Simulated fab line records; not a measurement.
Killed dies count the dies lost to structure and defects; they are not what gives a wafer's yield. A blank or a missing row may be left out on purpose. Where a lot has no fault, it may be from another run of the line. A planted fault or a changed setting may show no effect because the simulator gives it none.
What tool caused it? -- flow n5_finfet -- Sampling: 10 lots, 30 wafers, 2 of 1938 route steps

WHAT THE GAUGES SHOWED, per wafer
N5_BEOL_M7_INSPECT_30: inspects for defects (brightfield).
lot,measured,on,raw_defect_count
L394,day 9 18:40,defect_inspect-02,303 330 409
L395,day 10 03:02,defect_inspect-01,482 352 419
L396,day 10 04:18,defect_inspect-02,334 440 364
L398,day 10 12:35,defect_inspect-02,360 436 318
L405,day 13 02:16,defect_inspect-01,743 711 791
L409,day 13 06:55,defect_inspect-01,901 1150 1000
L411,day 13 13:05,defect_inspect-01,432 495 405
L412,day 14 03:19,defect_inspect-01,412 347 390
L414,day 14 18:22,defect_inspect-01,404 413 427
L413,day 14 19:56,defect_inspect-01,396 441 471

WHICH TOOL RAN EACH LOT (tool, then ch and the chambers of the sampled wafers, then the start)
lot,N5_BEOL_M7_HM_OPEN_17
L394,"rie_metal-01 ch 0,1, day 9 15:56"
L395,"rie_metal-03 ch 0,1, day 10 02:19"
L396,"rie_metal-02 ch 0,1, day 10 02:29"
L398,"rie_metal-03 ch 0,1, day 10 10:46"
L405,"rie_metal-03 ch 0,1, day 13 00:17"
L409,"rie_metal-03 ch 0,1, day 13 06:05"
L411,"rie_metal-02 ch 1, day 13 10:46"
L412,"rie_metal-01 ch 0,1, day 14 01:07"
L414,"rie_metal-02 ch 0,1, day 14 15:29"
L413,"rie_metal-01 ch 0, day 14 16:02"
- N5_BEOL_M7_HM_OPEN_17: chemistry Cl2/BCl3, target TiN, target depth 20 nm, overetch 6 nm.

THE ANSWER, worked out from the rows above alone
Rule: the usual values come from the lots themselves. Put in order of their means at a reading, lots are off if they are a third of the lots or fewer, leave a main group of 4 or more, and stand apart from it by a gap of 3 or more times the standard deviation of the main group's means; of several such gaps the widest counts. Not used: any main group whose means are identical at the precision the tables above print for the reading. A lot without any number at a reading at which 4 lots or more have one is off too. All remaining lots with rows at the step are treated as sound.
Off at N5_BEOL_M7_INSPECT_30 (raw_defect_count): L405, L409. Main group: mean 399, sd 32.
If a tool, at a process step before that reading, ran all the lots that are off and no sound lot after the first of them, it fits. Those tools and the gauges at N5_BEOL_M7_INSPECT_30 are tried in the same way. One candidate fits, namely rie_metal-03 at N5_BEOL_M7_HM_OPEN_17. A fault onset in the window from L398 (day 10 10:46, its last sound lot) to L405 (day 13 00:17, its first lot off) fits.

WHAT THE SIMULATOR PUT IN
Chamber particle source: rie_metal-03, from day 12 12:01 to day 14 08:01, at N5_BEOL_M7_HM_OPEN_17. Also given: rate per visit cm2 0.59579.
Lots struck among those shown: L405, L409. The rule given above showed the same thing.
